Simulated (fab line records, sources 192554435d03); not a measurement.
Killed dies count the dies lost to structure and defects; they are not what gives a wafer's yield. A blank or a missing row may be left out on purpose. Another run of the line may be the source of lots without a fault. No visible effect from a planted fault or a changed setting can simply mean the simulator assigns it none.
8D (eight disciplines) problem report, filled in by code ; flow n5Finfet ; the parts of the form that need people (team, actions taken, sign-off) are left out

## 1. THE PROBLEM
A mean of 22880 W is read at N5_BEOL_M6_SPUTTER_48 for cathodeDcPowerW, taken on 1 wafer of 1 lot, against 26000 W (standard deviation 4.9) on wafers free of any fault. So: -99 or more standard deviations from the usual mean.
The step: material Cu, target thk 10 nm, time 1.667 s.
Earliest sighting: wafer L394.6 on pvdSputter-03 at day 11 21:52. The record holds 37 wafers of 13 lots with a number at this step. By rule, "out" or "out of limits" means more than 4 standard deviations away from the usual mean. The other wafers with a number count as sound.

## 2. WHAT THIS IS AND IS NOT
question;is;is not
which readings at this step;cathodeDcPowerW;chuckGasFlowSccm, throttleValvePct
which lots;L394;L381, L382, L384, L385, L386, L387, L392, L398, L399, L402, L403, L404
which wafers of those lots;L394.6;L394.2, L394.5
read on which tools;pvdSputter-03;pvdSputter-01, pvdSputter-02
when;from day 11 21:52;"up to then (22 sound wafers); but 14 sound wafers of L398, L399, L402, L403, L404 came after"

## 3. THE SUSPECTS, EACH WITH WHAT RULES IT OUT
Counting: if a tool at a process step up to the reading ran every lot that is out, it stays a suspect. Sound lots after the first of them don't rule it out here, since some wafers of a struck lot are sound.
- uvCure-02 at N5_BEOL_M6_CURE_75 (cures SiCOH lowk, time 120 s): kept. L394, the lot that is out, went through it at day 11 20:42; up to then, the latest sound lot through it was L392 at day 11 08:01.
- pvdSputter-03 at N5_BEOL_M6_SPUTTER_48 (material Cu, target thk 10 nm, time 1.667 s): kept. L394, the lot that is out, went through it at day 11 21:52; up to then, the latest sound lot through it was L387 at day 10 09:11. On those wafers its own readings are out: cathodeDcPowerW.
After counting, uvCure-02 at N5_BEOL_M6_CURE_75 and pvdSputter-03 at N5_BEOL_M6_SPUTTER_48 remain.

## 4. THE CAUSE (what the simulator had put in)
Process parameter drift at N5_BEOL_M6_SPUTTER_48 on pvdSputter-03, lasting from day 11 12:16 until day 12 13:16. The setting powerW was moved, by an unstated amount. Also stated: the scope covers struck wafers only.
2 suspects survive the count, and this tool is in that group.

## 5. THE EFFECT CHAIN, in route order
One row per reading whose mean, taken over the struck wafers that have a number, lies over 3 standard deviations from the usual. Scope: only readings with a usual standard deviation given in the record; hours: median across lots of the time from each lot's start at the first step in this table that gives one to its start at this step; sigmas: change in usual standard deviations.
hours;step;reading;usual;on struck wafers;change;sigmas
0;N5_BEOL_M6_SPUTTER_48;cathodeDcPowerW;26000 W;22880;-3120;-99 or more
Its process steps:
- N5_BEOL_M6_SPUTTER_48: material Cu, target thk 10 nm, time 1.667 s.
Later measuring or inspecting steps at which every struck wafer that the step has a row for has a number for every such reading, and none has moved that far: N5_BEOL_M6_RS_MEAS_57.

## 6. HOW IT WOULD HAVE BEEN CAUGHT EARLIER
10 hours passed between the start of the fault at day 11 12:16 and the first reading out of limits in this record, taken at day 11 21:52.
